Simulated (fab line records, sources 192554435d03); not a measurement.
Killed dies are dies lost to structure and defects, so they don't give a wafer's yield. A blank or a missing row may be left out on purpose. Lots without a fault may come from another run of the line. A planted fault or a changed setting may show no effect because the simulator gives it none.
A struck lot beside a sound one | flow n5_finfet | 15 steps out of a route of 1938
Sound: wafers L264.3, L264.4, L264.5. Struck: wafers L268.4, L268.5, L268.6. The cause comes at the end.
At each step with rows: each side's tool, then ch and its chambers, then its first start. Under that, the readings that differ: sound wafers | struck wafers | difference of the means | sigmas: that difference in standard deviations of wafers without a fault.
alike: readings whose means differ by less than 2 such deviations, and words and numbers that are the same on both sides. not compared: withheld readings, readings that some wafer has no value for, bounds like >300 that may hide the same value, and numbers for which the record gives no deviation and whose values overlap.
The two part at a step that has a row with sigmas, a row that says differs or no value, or rows on one side only. Numbers that don't overlap but have no deviation are shown without sigmas and don't part them. A reading that every wafer of one side lacks parts them only if that side has two wafers or more.

first, 8 steps without rows for these wafers: N5_BEOL_M13_COAT_66 (time 60 s, resist thk 110 nm); N5_BEOL_M13_COAT_22 (resist thk 300 nm); N5_BEOL_M13_EBR_24; N5_BEOL_M13_SOFTBAKE_23 (time 60 s); N5_BEOL_M13_EXPOSE_25 (exposes mask M13, target cd 210 nm); N5_BEOL_M13_PEB_26 (peb time 90 s); N5_BEOL_M13_DEVELOP_27 (develop time 45 s); N5_BEOL_M13_HARDBAKE_32 (time 120 s).
N5_BEOL_M13_CD_MEAS_28: target cd 209.5 nm.
  sound on cd_sem-01 ch 0, day 12 09:25; struck on cd_sem-03 ch 0, day 13 14:56
  alike: cd_nm
N5_BEOL_M13_OVL_MEAS_29:
  sound on overlay-02 ch 0, day 12 09:26; struck on overlay-02 ch 0, day 13 14:57
  alike: M13_OVL
N5_BEOL_M13_INSPECT_30: inspects for defects (macro).
  sound on defect_inspect-02, day 12 09:28; struck on defect_inspect-01, day 13 14:59
  alike: raw_defect_count
N5_BEOL_M13_DESCUM_33: chemistry O2, time 7.9 s.
  sound on rie_diel-01 ch 0,2, day 12 09:30; struck on rie_diel-01 ch 0,1, day 13 15:01
  alike: drypump_motor_current_A, oes_product_au, rf_vpp_V, showerhead_plenum_p_Torr, temp_c, throttle_valve_pct
  not compared: rf_hours_counter_h
N5_BEOL_M13_ETCH_67: etches SiARC in CF4, target depth 143 nm, time 238.3 s.
  sound on rie_diel-01 ch 0,2, day 12 09:32; struck on rie_diel-01 ch 0,1, day 13 15:02
  reading               | sound             | struck            | difference | sigmas
  etch_rf_on_time_s (s) | 230 253 230       | 256 271 256       | +23        | +3
  rf_vpp_V (V)          | 185.4 184.5 184.8 | 154.1 155.6 153.9 | -30.4      | -25
  alike: drypump_motor_current_A, oes_product_au, showerhead_plenum_p_Torr, throttle_valve_pct
  not compared: bias_w, rf_hours_counter_h
N5_BEOL_M13_ETCH_68: etches SOC in N2/H2, time 355 s.
  sound on rie_diel-01 ch 0,2, day 12 09:41; struck on rie_diel-01 ch 0,1, day 13 15:11
  alike: bias_w, drypump_motor_current_A, oes_product_au, rf_vpp_V, showerhead_plenum_p_Torr, temp_c, throttle_valve_pct
  not compared: rf_hours_counter_h
N5_PASSIVATION_PROBE_49:
  sound on prober-02, day 13 23:49; struck on prober-02, day 14 21:44
  alike: defect_limited_yield, killed_at_M0_to_M3, killed_at_M4_up, killed_at_contacts, killed_at_front_end, killed_at_other, killed_dies, killed_on_rim, killed_open, killed_short, sort_bin_4_leakage, sort_bin_5_function, sort_bin_6_memory, sort_n_pass, sort_yield_pct

WHERE THEY PART
Only at N5_BEOL_M13_ETCH_67, within this record. Later steps at which nothing parts them and some readings are alike: N5_BEOL_M13_ETCH_68, N5_PASSIVATION_PROBE_49.

WHY: what the simulator had put in
Process parameter drift: rie_diel-01, from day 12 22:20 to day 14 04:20, at N5_BEOL_M13_ETCH_67. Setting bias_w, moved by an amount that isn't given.
